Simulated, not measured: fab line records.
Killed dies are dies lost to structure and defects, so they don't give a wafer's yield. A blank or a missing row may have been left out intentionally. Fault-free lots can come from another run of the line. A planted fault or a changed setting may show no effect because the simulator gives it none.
A lot that was struck, set against a sound lot | flow nand harc | 12 out of 1302 route steps
Sound: wafers L251.2, L251.5, L251.6. The struck wafers were L261.1, L261.2, L261.4. The cause is named last.
Per side, at each step with rows, come the tool, then ch with its chambers, and then its first start. Under that, the readings that differ: sound wafers | struck wafers | difference of the means | sigmas: that difference in standard deviations of wafers without a fault.
alike: a reading whose means differ by less than 2 such deviations, as well as words and numbers matching on both sides. not compared: withheld readings; readings where some wafer has no value; bounds like >300 that might hide an equal value; numbers whose values overlap and for which the record gives no deviation.
A row with sigmas, a row that says differs or no value, or rows on one side alone: a step with any of these is where the two part. Numbers that don't overlap but have no deviation are shown without sigmas and don't part them. A reading missing from all wafers of one side parts the sides only when that side holds two or more wafers.

NHARC_A_SOURCE_PLATE_INSPECT_08:
  sound: defect inspect-02 at day 9 23:25; struck: defect inspect-01 at day 14 15:05
  alike: raw defect count
then, no rows for these wafers at 1 step: NHARC_A_ONON_D1_DEP_00 (target thk 1000 nm).
NHARC_A_ONON_D1_THK_MEAS_02: measures by ellipsometry.
  sound: film metro-01 at day 9 23:59; struck: film metro-01 at day 14 15:40
  reading     | sound       | struck         | difference | sigmas
  thk nm (nm) | 989 986 987 | 1007 1008 1008 | +20        | +2
then, no rows for these wafers at 1 step: NHARC_A_ONON_D1_DEP_03 (target thk 1000 nm).
NHARC_A_ONON_D1_THK_MEAS_05: measures by ellipsometry.
  sound: film metro-01 at day 10 00:33; struck: film metro-01 at day 14 16:14
  alike: thk nm
then, no rows for these wafers at 1 step: NHARC_A_ONON_D1_DEP_06 (target thk 1000 nm).
NHARC_A_ONON_D1_THK_MEAS_08: measures by ellipsometry.
  sound: film metro-02 at day 10 01:07; struck: film metro-01 at day 14 16:48
  alike: thk nm
then, no rows for these wafers at 1 step: NHARC_A_ONON_D1_DEP_09 (target thk 1000 nm).
NHARC_A_ONON_D1_THK_MEAS_11: measures by ellipsometry.
  sound: film metro-01 at day 10 01:41; struck: film metro-01 at day 14 17:22
  alike: thk nm
then, no rows for these wafers at 1 step: NHARC_A_ONON_D1_DEP_12 (target thk 1000 nm).
NHARC_A_ONON_D1_THK_MEAS_14: measures by ellipsometry.
  sound: film metro-01 at day 10 02:16; struck: film metro-02 at day 14 17:56
  alike: thk nm
NHARC_A_ONON_D1_ANNEAL_15: time 3600 s.
  sound on furnace-02 ch 0, day 10 05:39; struck on furnace-02, day 14 22:08
  no value came back on the struck wafers for any of 5 readings (run length s (s), spike tc bottom C (C) and others); on the sound wafers run length s (s) reads 3645 3645 3645

WHERE THEY PART
Last at NHARC_A_ONON_D1_ANNEAL_15 as far as this record goes, first at NHARC_A_ONON_D1_THK_MEAS_02.

WHY: what the simulator had put in
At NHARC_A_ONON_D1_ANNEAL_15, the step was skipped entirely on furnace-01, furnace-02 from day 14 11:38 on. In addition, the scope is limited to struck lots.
